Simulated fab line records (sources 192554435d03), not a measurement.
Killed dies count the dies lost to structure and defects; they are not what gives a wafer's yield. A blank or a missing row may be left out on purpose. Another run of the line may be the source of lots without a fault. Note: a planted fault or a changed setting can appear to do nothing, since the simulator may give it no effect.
A struck lot beside a sound one / flow n5 finfet / 37 steps out of a route of 1938
Sound: the wafers L527.1, L527.2, L527.4. Struck: wafer L521.2; the same lot's L521.1 was not struck, so it is left out; see the end for the cause.
For every step that has rows: the tool of each side, followed by ch and its chambers, followed by its first start. Under that, the readings that differ: sound wafers / struck wafers / difference of the means / sigmas: that difference in standard deviations of wafers without a fault.
alike: a reading whose means differ by less than 2 such deviations, as well as words and numbers matching on both sides. not compared: withheld readings; readings where some wafer has no value; bounds like >300 that might hide an equal value; numbers whose values overlap and for which the record gives no deviation.
Wherever a step has rows on one side only, a row that says differs or no value, or a row with sigmas, the two part there. Numbers that don't overlap but have no deviation are shown without sigmas and don't part them. A reading that every wafer of one side lacks parts them only if that side has two wafers or more.

first, 9 steps without rows for these wafers: N5_BEOL_M6_ALD_77 (deposits TaN, target thk 2 nm, pulse time 2 s, purge time 3 s); N5_BEOL_M6_SURFACE_TREAT_79; N5_BEOL_M6_CVD_78 (deposits Co from CCTBA/H2, target thk 2 nm, time 142.3 s); N5_BEOL_M6_SPUTTER_48 (material Cu, target thk 10 nm, time 1.667 s); N5_BEOL_M6_ECD_50 (material Cu, target thk 300 nm); N5_BEOL_M6_ANNEAL_51 (time 90 s); N5_BEOL_M6_CMP_52 (polishes, stops on SiCOH lowk, t overpolish 6.9 s, target thk 80 nm); N5_BEOL_M6_PRE_CLEAN_55 (time 15 s); N5_BEOL_M6_DEP_56 (deposits SiCN from 3MS/NH3, target thk 10 nm, time 17.5 s).
N5_BEOL_M7_ILD_DEP_00: deposits SiCOH lowk from DEMS/porogen, target thk 179.75 nm, time 33.4 s.
  sound on pecvd-01 ch 1,2, day 17 17:22; struck on pecvd-03 ch 2, day 14 20:05
reading=showerhead plenum p Torr (Torr); sound=5.733 5.698 5.703; struck=5.740; difference=+0.029; sigmas=+2
reading=model.SiCOH_lowk_of_BEOL_M7_ILD_DEP_00.thk nm (nm); sound=179 177.2 180.8; struck=170.2; difference=-8.8; sigmas=
  alike: heater power w, throttle valve pct
then, 1 step without rows for these wafers: N5_BEOL_M7_CURE_74 (cures SiCOH lowk, time 240 s).
N5_BEOL_M7_THK_MEAS_01:
  sound on film metro-01 at day 17 17:57; struck on film metro-01 at day 14 20:40
reading=M7_ILD_THK (nm); sound=154.3 152.9 155.7; struck=146.6; difference=-7.7; sigmas=-4
then, 23 steps without rows for these wafers: N5_BEOL_M7_PECVD_70 (deposits SiO2 from TEOS/O2, target thk 20 nm, time 22.7 s); N5_BEOL_M7_HM_DEP_02 (deposits TiN, target thk 20 nm); N5_BEOL_M7_COAT_59 (time 60 s, resist thk 100 nm); N5_BEOL_M7_COAT_60 (time 60 s, resist thk 35 nm); N5_BEOL_M7_COAT_05 (resist thk 90 nm); N5_BEOL_M7_EBR_07; N5_BEOL_M7_SOFTBAKE_06 (time 60 s); N5_BEOL_M7_EXPOSE_08 (exposes mask M7); N5_BEOL_M7_PEB_09 (peb time 60 s); N5_BEOL_M7_DEVELOP_10 (develop time 30 s); N5_BEOL_M7_DESCUM_16 (chemistry O2, time 7.9 s); N5_BEOL_M7_ETCH_61 (etches SiARC in CF4, target depth 45.5 nm, time 75.8 s); N5_BEOL_M7_ETCH_62 (etches SOC in N2/H2, target depth 110 nm, overetch 22 nm, time 165 s); N5_BEOL_M7_STRIP_68 (strips in N2/H2); N5_BEOL_M7_STRIP_67 (strips in CF4); N5_BEOL_M7_HM_OPEN_17 (chemistry Cl2/BCl3, target TiN, target depth 20 nm, overetch 6 nm); N5_BEOL_M7_STRIP_19 (strips in O2); N5_BEOL_M7_COAT_63 (time 60 s, resist thk 60 nm); N5_BEOL_M7_COAT_64 (time 60 s, resist thk 12 nm); N5_BEOL_M7_COAT_71 (time 60 s, resist thk 5 nm); N5_BEOL_M7_COAT_22 (resist thk 30 nm); N5_BEOL_M7_EBR_24; N5_BEOL_M7_SOFTBAKE_23 (time 60 s).
N5_BEOL_M7_CMP_52: polishes, stops on SiCOH lowk, t overpolish 6.9 s, target thk 80 nm.
  sound on cmp-03 ch 0,1,3, day 18 01:42; struck on cmp-02 ch 1, day 15 01:44
reading=model.SiCOH_lowk_of_BEOL_M7_ILD_DEP_00.thk nm (nm); sound=151.4 149.8 152.8; struck=143.6; difference=-7.7; sigmas=
  alike: barrier field endpoint s, motor current A, overpolish run s, platen rpm, time to endpoint s
following that, these wafers have no rows for 1 step: N5_PASSIVATION_PROBE_49.

== WHERE THEY PART ==
First at N5_BEOL_M7_ILD_DEP_00; last, within this record, at N5_BEOL_M7_THK_MEAS_01. Later steps at which nothing parts them and some readings are alike: N5_BEOL_M7_CMP_52.

WHY: whatever the simulator had introduced
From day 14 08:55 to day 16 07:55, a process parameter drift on pecvd-03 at N5_BEOL_M7_ILD_DEP_00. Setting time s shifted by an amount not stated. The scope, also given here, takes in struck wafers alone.
